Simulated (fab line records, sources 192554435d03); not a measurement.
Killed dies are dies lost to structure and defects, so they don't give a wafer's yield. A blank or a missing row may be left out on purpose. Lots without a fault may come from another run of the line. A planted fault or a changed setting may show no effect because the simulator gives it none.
Problem report in the 8D (eight disciplines) form, filled by code | flow n5_finfet | the parts of the form that need people (team, actions taken, sign-off) are left out

1. THE PROBLEM
M8_THK at N5_BEOL_M8_THK_MEAS_53 reads a mean of 198.7 nm on 1 wafer of 1 lot; wafers without a fault read 79.5 nm with a standard deviation of 1.8. That is +66 standard deviations from the usual mean.
The step: measures by xrf.
First seen on wafer L221.1, day 11 20:02, on film_metro-01. The record holds 27 wafers of 9 lots with a number at this step. Rule for "out", or "out of limits": more than 4 standard deviations from the usual mean. The other wafers with a number count as sound.

2. WHAT IT IS AND WHAT IT IS NOT
question                    | is                | is not
which readings at this step | M8_THK            | -
which lots                  | L221              | L215, L216, L217, L219, L229, L230, L232, L236
which wafers of those lots  | L221.1            | L221.4, L221.5
read on which gauges        | film_metro-01     | film_metro-02
when                        | from day 11 20:02 | up to then (14 sound wafers); but 12 sound wafers of L229, L230, L232, L236 came after

3. SUSPECTS, AND WHAT RULES EACH OUT
Counting: a tool at a process step up to the reading stays a suspect if it ran every lot that is out. Sound lots after the first of them don't rule it out here, since some wafers of a struck lot are sound.
- the gauge at N5_BEOL_M8_THK_MEAS_53: ruled out. All the wafers that are out were read on film_metro-01, but those of them that N5_BEOL_M8_CMP_52 has rows for are out there too, on other tools.
- rtp_anneal-01 at N5_BEOL_M8_ANNEAL_51 (time 90 s): kept. It ran the lot that is out, L221 (day 11 19:26); its last sound lot up to then is L217 (day 11 03:07).
- cmp-04 at N5_BEOL_M8_CMP_52 (polishes, stops on SiCOH lowk, t overpolish 6.9 s, target thk 80 nm): kept. It ran the lot that is out, L221 (day 11 19:44); its last sound lot up to then is L217 (day 11 03:25). Its own readings are out on those wafers: barrier_field_endpoint_s, overpolish_run_s, time_to_endpoint_s.
Left after counting: rtp_anneal-01 at N5_BEOL_M8_ANNEAL_51, cmp-04 at N5_BEOL_M8_CMP_52.

4. THE CAUSE (what the simulator had put in)
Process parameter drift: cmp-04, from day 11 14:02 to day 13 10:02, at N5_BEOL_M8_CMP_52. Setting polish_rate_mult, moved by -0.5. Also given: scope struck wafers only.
Counting left 2 suspects, and this tool is among them.

5. THE CHAIN OF EFFECTS, in route order
Each row: a reading whose mean over the struck wafers that have a number lies more than 3 standard deviations from the usual. Only readings for which the record gives a usual standard deviation are gone through. hours: the time from each lot's start at the first step in this table that gives one to its start at this step, as a median over the lots. sigmas: the change in usual standard deviations.
hours | step                    | reading                  | usual   | on struck wafers | change | sigmas
0     | N5_BEOL_M8_CMP_52       | barrier_field_endpoint_s | 28.9 s  | 46.8             | +17.9  | +24
0     | N5_BEOL_M8_CMP_52       | overpolish_run_s         | 6.899 s | 0.039            | -6.860 | -99 or more
0     | N5_BEOL_M8_CMP_52       | time_to_endpoint_s       | 62.0 s  | 80.4             | +18.4  | +6.6
0     | N5_BEOL_M8_THK_MEAS_53  | M8_THK                   | 79.5 nm | 198.7            | +119.2 | +66
0     | N5_BEOL_M8_INSPECT_58   | raw_defect_count         | 74      | 1016             | +942   | +38
63    | N5_PASSIVATION_PROBE_49 | defect_limited_yield     | 91.4 %  | 0.0              | -91.4  | -61
63    | N5_PASSIVATION_PROBE_49 | killed_at_M4_up          | 15      | 1108             | +1093  | +99 or more
63    | N5_PASSIVATION_PROBE_49 | killed_dies              | 102     | 1180             | +1078  | +63
63    | N5_PASSIVATION_PROBE_49 | killed_on_rim            | 14      | 152              | +138   | +31
63    | N5_PASSIVATION_PROBE_49 | sort_n_pass              | 1078    | 0                | -1078  | -60
63    | N5_PASSIVATION_PROBE_49 | sort_yield_pct           | 91.3 %  | 0.0              | -91.3  | -61
The process steps in it:
- N5_BEOL_M8_CMP_52: polishes, stops on SiCOH lowk, t overpolish 6.9 s, target thk 80 nm.
- N5_PASSIVATION_PROBE_49

6. WHAT WOULD HAVE CAUGHT IT SOONER
In this record the first reading out of limits at a measuring or inspecting step was taken at day 11 20:02, 6 hours after the fault began at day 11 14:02.
The tool's own readings at N5_BEOL_M8_CMP_52 were out on every struck wafer that the step has a row for (barrier_field_endpoint_s, overpolish_run_s, time_to_endpoint_s): an alarm limit on them would have fired on the first of those.
All the lots that are out (1) had begun N5_BEOL_M8_CMP_52 on cmp-04 by day 11 20:02. A hold on the tool at that time would have spared none of them.
